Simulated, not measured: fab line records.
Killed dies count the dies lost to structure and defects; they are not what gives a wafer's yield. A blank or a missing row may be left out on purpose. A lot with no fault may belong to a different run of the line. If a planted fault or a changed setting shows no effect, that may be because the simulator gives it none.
fab line records	flow nand_harc
record lots=12	wafers=36	last_day=31
route steps=1302 shown P_ZERO_WELL@17 P_STI@78 END@1302
lots with no fault: from the same line, run without faults
start_h: the number of hours between the record's first day and the start of the first shown wafer of the lot	wait_h: hours elapsed since this lot's preceding step	" unchanged from the row above	L1.1+2: a single row standing in for several wafers	- no value present, or no start provided	* or withheld: withheld	< > ~ a bound
route shown NAME@n: NAME is a module with steps in the file, n the number in the route of the first one	usual: average and standard deviation across the fault-free wafers	same: alike in all rows	chamber/n: place in a boat	sites: per-site readings	_std_site: the values' standard deviation	_edge_site: mean of outer sites minus mean of inner sites	radius_mm: how far each site lies from the wafer's centre	mask NAME#n: copy n	behind: the last tool/chamber to shape the wafer	hold: the reason the lot was held/the length of the hold in hours/how it ended	device: which transistor (n, p or np) failed to switch	end of line: the tests these same wafers got at the end of their route	a step without rows: its recipe alone	killed: dies that structure and defects cost at the first sort, which is not the same as the wafer's yield	map: the dies of a wafer, with x for killed, . for not killed, _ for no die there
set.NAME: the run value of the setting; set.NAME@STEP: its run value at that earlier step	model.NAME: the simulator's own value behind a step, which no gauge read
one table for each step of the route and one row for each wafer, over a sample of lots
services: the hour from which a tool's chamber was out of use, counted from the record's first day as start_h (under 0 if before that day), plus the number of hours and why
## steps
# step NHARC_P_ZERO_WELL_ETCH_65
# recipe target_depth_a=800	overetch_a=240	time_s=87.88	ion_energy_ev=200	n2_flow_sccm=150	h2_flow_sccm=150	ar_flow_sccm=0	rf_w=400	bias_w=150	chemistry=N2/H2
# usual drypump_motor_current_A=5.7/0.34	h2_flow_sccm=150.0/0.45	oes_product_au=1.004/0.012	rf_vpp_V=431/3	showerhead_plenum_p_Torr=2.04/0.11	throttle_valve_pct=14.171/0.0088
lot.wafer	tool	chamber	start_h	wait_h	drypump_motor_current_A	h2_flow_sccm	oes_product_au	rf_hours_counter_h	rf_vpp_V	showerhead_plenum_p_Torr	throttle_valve_pct
L117.2	rie_diel-04	3	41.49	0.1	6.2	149.8	1.015	11	430	1.98	14.177
L117.3	"	0	"	"	5.7	149.8	1.012	11	435	2.21	14.170
L117.5	"	3	"	"	6.2	150.0	1.011	-	430	1.98	14.182
L118.1	rie_diel-13	1	51.53	0.1	5.9	150.6	1.008	19	427	1.95	14.181
L118.2	"	2	"	"	5.2	150.1	0.987	16	432	2.16	14.186
L118.3	"	3	"	"	5.2	149.9	0.984	18	436	2.21	14.173
L119.2	rie_diel-09	1	61.50	0.1	5.9	149.9	1.000	29	430	2.00	14.188
L119.4	"	2	"	"	6.2	149.7	0.989	17	432	2.15	14.163
L119.6	"	3	"	"	5.4	149.8	1.005	-	430	2.02	14.177
L120.3	rie_diel-04	0	71.37	0.1	5.7	149.9	1.013	23	434	2.21	14.167
L120.6	"	3	"	"	6.2	149.8	1.004	-	430	1.97	14.172
L120.5	"	0	"	"	5.7	149.7	1.008	-	435	2.21	14.144
L121.1	rie_diel-04	2	81.47	0.1	5.6	150.2	0.999	19	428	1.93	14.173
L121.3	"	0	"	"	5.7	150.4	1.014	25	436	2.21	14.174
L121.6	"	3	"	"	6.2	148.8	1.014	-	429	1.97	14.163
L123.2	rie_diel-09	3	101.69	0.3	5.4	150.5	1.007	34	431	2.02	14.158
L123.4	"	3	"	"	5.3	149.9	1.007	-	430	2.02	14.173
L123.6	"	0	"	"	6.0	150.2	1.003	-	425	1.88	14.161
L125.3	rie_diel-09	2	121.50	0.1	6.2	149.8	0.990	38	434	2.15	14.175
L125.5	"	3	"	"	5.4	149.4	1.010	-	429	2.02	14.163
L125.6	"	0	"	"	6.0	150.1	1.002	-	424	1.87	14.169
L126.1	rie_diel-04	1	131.36	0.1	5.4	149.3	1.004	40	431	2.04	14.167
L126.6	"	0	"	"	5.7	150.1	1.021	-	435	2.20	14.176
L126.5	"	1	"	"	5.4	149.9	0.997	-	431	2.04	14.164
L128.3	rie_diel-04	0	151.50	0.1	5.7	150.9	1.014	48	436	2.20	14.161
L128.1	"	1	"	"	5.4	149.8	0.994	48	430	2.04	14.165
L128.6	"	3	"	"	6.2	150.2	1.018	-	430	1.97	14.166
L132.3	rie_diel-04	3	191.37	0.1	6.2	149.6	0.991	1	429	1.96	14.157
L132.6	"	1	"	"	5.4	151.0	0.987	-	430	2.03	14.176
L132.5	"	2	"	"	5.6	150.4	0.982	-	427	1.92	14.166
L133.3	rie_diel-09	0	201.40	0.1	6.1	151.4	1.005	14	436	2.21	14.165
L133.5	"	3	"	"	5.3	150.2	1.028	-	430	2.01	14.172
L133.6	"	0	"	"	6.0	150.4	0.989	-	435	2.21	14.170
L134.3	rie_diel-13	0	211.51	0.1	5.6	149.9	1.009	10	431	2.06	14.165
L134.1	"	1	"	"	5.9	149.3	1.002	12	428	1.94	14.169
L134.6	"	3	"	"	5.2	150.1	0.999	-	433	2.19	14.180
# step NHARC_P_ZERO_WELL_RTA_42
# recipe temp_c=1100	time_s=300
# usual lamp_power_pct=37.7/3	lamp_zone_5_pct=37.7/3	wafer_temp_C_max=1103.0/0.84
lot.wafer	tool	chamber	start_h	wait_h	lamp_power_pct	lamp_zone_5_pct	wafer_temp_C_max
L117.2	rtp_anneal-01	0	47.12	-	35.7	35.7	1102.5
L117.3	"	0	"	"	35.7	35.7	1102.6
L117.5	"	0	"	"	35.7	35.7	1102.7
L118.1	rtp_anneal-01	0	56.95	-	35.8	35.8	1101.9
L118.2	"	0	"	"	35.8	35.8	1102.1
L118.3	"	0	"	"	35.8	35.8	1102.6
L119.2	rtp_anneal-01	0	68.23	-	35.8	35.8	1103.5
L119.4	"	0	"	"	35.7	35.8	1103.0
L119.6	"	0	"	"	35.8	35.8	1102.3
L120.3	rtp_anneal-01	0	76.91	-	35.8	35.7	1102.7
L120.5	"	0	"	"	35.8	35.7	1102.4
L120.6	"	0	"	"	35.8	35.7	1102.6
L121.1	rtp_anneal-01	0	87.01	-	35.8	35.8	1103.4
L121.3	"	0	"	"	35.7	35.7	1102.6
L121.6	"	0	"	"	35.8	35.8	1101.9
L123.2	rtp_anneal-01	0	108.01	-	35.7	35.7	1103.3
L123.4	"	0	"	"	35.8	35.7	1102.5
L123.6	"	0	"	"	35.7	35.8	1102.7
L125.3	rtp_anneal-01	0	127.00	-	35.8	35.8	1103.0
L125.5	"	0	"	"	35.8	35.8	1102.7
L125.6	"	0	"	"	35.7	35.7	1102.1
L126.1	rtp_anneal-02	0	136.61	-	42.3	42.3	1103.0
L126.5	"	0	"	"	42.3	42.4	1104.2
L126.6	"	0	"	"	42.3	42.3	1103.9
L128.1	rtp_anneal-02	0	158.55	-	42.3	42.3	1104.2
L128.3	"	0	"	"	42.3	42.3	1104.5
L128.6	"	0	"	"	42.3	42.3	1103.7
L132.3	rtp_anneal-01	0	196.98	-	35.7	35.7	1103.9
L132.5	"	0	"	"	35.6	35.6	1103.7
L132.6	"	0	"	"	35.7	35.7	1101.8
L133.3	rtp_anneal-01	0	207.26	-	35.8	35.7	1102.6
L133.5	"	0	"	"	35.7	35.8	1103.2
L133.6	"	0	"	"	35.9	35.8	1102.0
L134.1	rtp_anneal-02	0	217.91	-	42.3	42.2	1104.3
L134.3	"	0	"	"	42.3	42.2	1104.7
L134.6	"	0	"	"	42.2	42.3	1104.8
# step NHARC_P_STI_SOFTBAKE_04
# recipe temp_c=125	time_s=70
# usual chill_plate_temp_C=22.99/0.12	heater_power_total_W=200.6/1.2	plate_temp_C=124.97/0.14
lot.wafer	tool	chamber	start_h	wait_h	chill_plate_temp_C	heater_power_total_W	plate_temp_C
L117.2	litho_track-05	0	64	-	23.15	199.2	125.00
L117.3	"	0	"	"	23.19	199.8	125.03
L117.5	"	0	"	"	23.17	198.9	125.10
L118.1	litho_track-03	0	72	-	22.95	200.4	124.97
L118.2	"	0	"	"	22.99	199.3	124.84
L118.3	"	0	"	"	23.05	199.2	125.02
L119.2	litho_track-03	0	87	-	23.11	200.0	125.00
L119.4	"	0	"	"	23.04	201.7	125.10
L119.6	"	0	"	"	22.93	199.1	124.96
L120.3	litho_track-02	0	93	-	22.97	202.7	124.91
L120.5	"	0	"	"	23.00	202.7	124.88
L120.6	"	0	"	"	22.90	199.3	125.05
L121.1	litho_track-05	0	102	-	23.12	201.5	125.02
L121.3	"	0	"	"	22.94	201.1	125.06
L121.6	"	0	"	"	23.10	201.5	124.92
L123.2	litho_track-03	0	123	-	22.98	201.4	124.71
L123.4	"	0	"	"	22.98	199.8	124.69
L123.6	"	0	"	"	22.95	199.9	124.82
L125.3	litho_track-02	0	141	-	22.73	200.1	124.96
L125.5	"	0	"	"	22.79	198.8	124.96
L125.6	"	0	"	"	22.93	199.2	125.08
L126.1	litho_track-05	0	151	-	23.00	198.8	124.94
L126.5	"	0	"	"	23.21	202.5	124.70
L126.6	"	0	"	"	23.07	200.7	124.89
L128.1	litho_track-03	0	173	-	22.94	199.3	124.85
L128.3	"	0	"	"	22.97	202.5	125.00
L128.6	"	0	"	"	23.04	199.9	125.07
L132.3	litho_track-03	0	212	-	22.98	209.2	128.28
L132.5	"	0	"	"	23.10	207.9	128.36
L132.6	"	0	"	"	22.81	208.1	128.40
L133.3	litho_track-02	0	222	-	23.17	201.0	124.91
L133.5	"	0	"	"	23.17	201.1	124.91
L133.6	"	0	"	"	23.20	202.6	125.07
L134.1	litho_track-03	0	234	-	23.03	206.8	128.90
L134.3	"	0	"	"	23.12	207.8	128.60
L134.6	"	0	"	"	23.14	210.2	128.91
# step NHARC_P_STI_CMP_21
# recipe t_overpolish_s=20	target_thk_nm=380.67
# usual edge_zone_pressure_frac=0.999/0.0054	motor_current_A=11.9/1.2	overpolish_run_s=20.000/0.0088
lot.wafer	tool	chamber	start_h	wait_h	edge_zone_pressure_frac	motor_current_A	overpolish_run_s
L117.3	cmp-03	2	89.21	0.4	0.997	13.0	19.987
L117.2	"	3	"	"	0.996	13.0	19.998
L117.5	"	2	"	"	0.997	13.2	20.001
L118.3	cmp-02	0	89.24	0.4	0.997	13.4	19.992
L118.2	"	1	"	"	0.998	12.5	19.998
L118.1	"	2	"	"	1.007	12.0	19.988
L119.4	cmp-01	3	107.36	0.4	1.000	11.9	20.000
L119.2	"	1	"	"	0.997	10.6	19.989
L119.6	"	2	"	"	1.004	11.9	19.995
L120.3	cmp-01	3	111.97	0.4	0.997	12.2	20.007
L120.6	"	0	"	"	0.992	10.1	19.999
L120.5	"	1	"	"	0.995	11.1	20.004
L121.3	cmp-03	0	124.17	0.4	1.003	12.5	19.987
L121.1	"	1	"	"	1.005	10.4	20.011
L121.6	"	0	"	"	1.006	11.6	19.993
L123.2	cmp-03	3	143.63	0.4	0.988	12.9	19.991
L123.4	"	0	"	"	0.999	11.9	19.997
L123.6	"	2	"	"	0.996	12.8	19.989
L125.3	cmp-01	3	160.29	0.4	1.006	12.1	19.992
L125.6	"	3	"	"	1.007	12.2	19.993
L125.5	"	0	"	"	1.009	10.3	19.998
L126.1	cmp-02	2	171.38	0.4	0.998	12.5	19.997
L126.5	"	3	"	"	1.007	10.5	20.002
L126.6	"	0	"	"	1.005	13.5	19.995
L128.3	cmp-01	2	193.09	0.4	0.994	12.2	19.995
L128.1	"	3	"	"	1.000	11.3	20.007
L128.6	"	2	"	"	0.998	11.9	20.010
L132.3	cmp-03	1	235.33	0.4	0.994	10.7	20.000
L132.5	"	1	"	"	1.000	10.5	19.991
L132.6	"	2	"	"	0.995	13.3	20.007
L133.3	cmp-02	3	241.18	0.4	1.000	10.7	19.998
L133.6	"	3	"	"	0.998	10.8	19.997
L133.5	"	0	"	"	0.986	13.9	19.999
L134.3	cmp-03	0	254.16	0.4	0.999	12.1	20.015
L134.1	"	1	"	"	1.003	10.3	20.012
L134.6	"	3	"	"	0.991	12.6	20.007
# step NHARC_END_SORT_01
# recipe temp_c=25
# usual killed_at_array=54/17	killed_at_other=0.7/1	killed_at_periphery=3.7/2.9	killed_dies=58/16	killed_open=3.2/1.9	killed_short=2.2/1.5
# same gross_dies=677
lot.wafer	tool	chamber	start_h	wait_h	killed_at_array	killed_at_other	killed_at_periphery	killed_dies	killed_open	killed_short
L128.1	prober-01	0	683.27	2.5	49	0	11	60	1	4
L128.3	prober-01	0	684.87	3.1	42	0	13	55	3	2
L128.6	prober-01	0	687.27	4.0	45	0	8	53	3	4
# killed by level:class
L128.1 A_CHANNEL_HOLE_D2:chamber_film_flake=25 A_CONTACT:chamber_film_flake=6 P_GATE:chamber_film_flake=4 A_CHANNEL_HOLE_D1:chamber_film_flake=4 A_STAIRCASE:chamber_film_flake=4 P_M1:chamber_film_flake=3 P_STI:chamber_film_flake=2 A_SLIT:chamber_film_flake=2
L128.3 A_CHANNEL_HOLE_D2:chamber_film_flake=14 A_CHANNEL_HOLE_D1:chamber_film_flake=9 A_STAIRCASE:chamber_film_flake=6 P_M1:chamber_film_flake=4 A_CONTACT:chamber_film_flake=4 P_GATE:chamber_film_flake=3 P_ZERO_WELL:chamber_film_flake=2 A_SLIT:chamber_film_flake=2
L128.6 A_CHANNEL_HOLE_D2:chamber_film_flake=13 A_STAIRCASE:chamber_film_flake=9 A_CHANNEL_HOLE_D1:chamber_film_flake=5 A_CONTACT:chamber_film_flake=5 A_SLIT:chamber_film_flake=3 A_M1:chamber_film_flake=3 A_WL_FILL:geometric_particle:short=2 P_GATE:chamber_film_flake=2
## services
tool	chamber	start_h	hours	kind
cmp-02	-	32.63	1.2	repair
cmp-02	-	36.51	4.0	pm
cmp-01	-	43.22	1.9	repair
rie_diel-09	3	44.12	10.3	repair
cmp-03	-	49.17	1.4	repair
cmp-03	-	65.88	1.7	repair
cmp-03	-	67.61	4.0	pm
cmp-01	-	67.67	3.3	repair
cmp-01	-	87.61	4.0	pm
rie_diel-09	1	99.79	8.2	repair
litho_track-03	-	100.00	7.0	pm
cmp-03	-	114.71	3.9	repair
cmp-03	-	119.61	0.4	repair
cmp-01	-	139.11	6.0	repair
rie_diel-09	-	143.10	9.0	pm
cmp-03	-	161.32	1.8	repair
cmp-03	-	165.61	4.0	pm
rie_diel-09	0	171.32	3.0	repair
rie_diel-04	1	178.82	8.6	repair
rie_diel-04	-	180.14	9.0	pm
cmp-03	-	183.11	2.9	repair
cmp-01	-	185.61	4.0	pm
cmp-01	-	196.53	0.8	repair
rie_diel-04	-	227.12	0.1	repair
## key
first_sign step=NHARC_P_STI_SOFTBAKE_04	reading=plate_temp_C	direction=up	sigmas=25	usual=*	struck=*
effect step=NHARC_P_STI_SOFTBAKE_04	reading=heater_power_total_W	direction=up	sigmas=6.4	usual=*	struck=*
met_at NHARC_P_STI_SOFTBAKE_04
struck_lots L132,L134
tester_left_out L132,L134
not_acting_at NHARC_P_ZERO_WELL_ETCH_65,NHARC_P_ZERO_WELL_RTA_42,NHARC_P_STI_CMP_21
onset_between 173 212
fault kind=process_parameter_drift	tool=litho_track-03	chamber=-	onset_h=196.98	steps=NHARC_P_STI_SOFTBAKE_04	channel=temp_c	offset=*	shape=step	end_h=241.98	acts_in=*	stated=*
# tester_left_out: of these lots the tester's yield and bins aren't shown, on N5 and GAA mostly nor the transistor test; their killed dies are dies lost to structure and defects alone, not to doping, threshold or leakage, so they don't give the yield
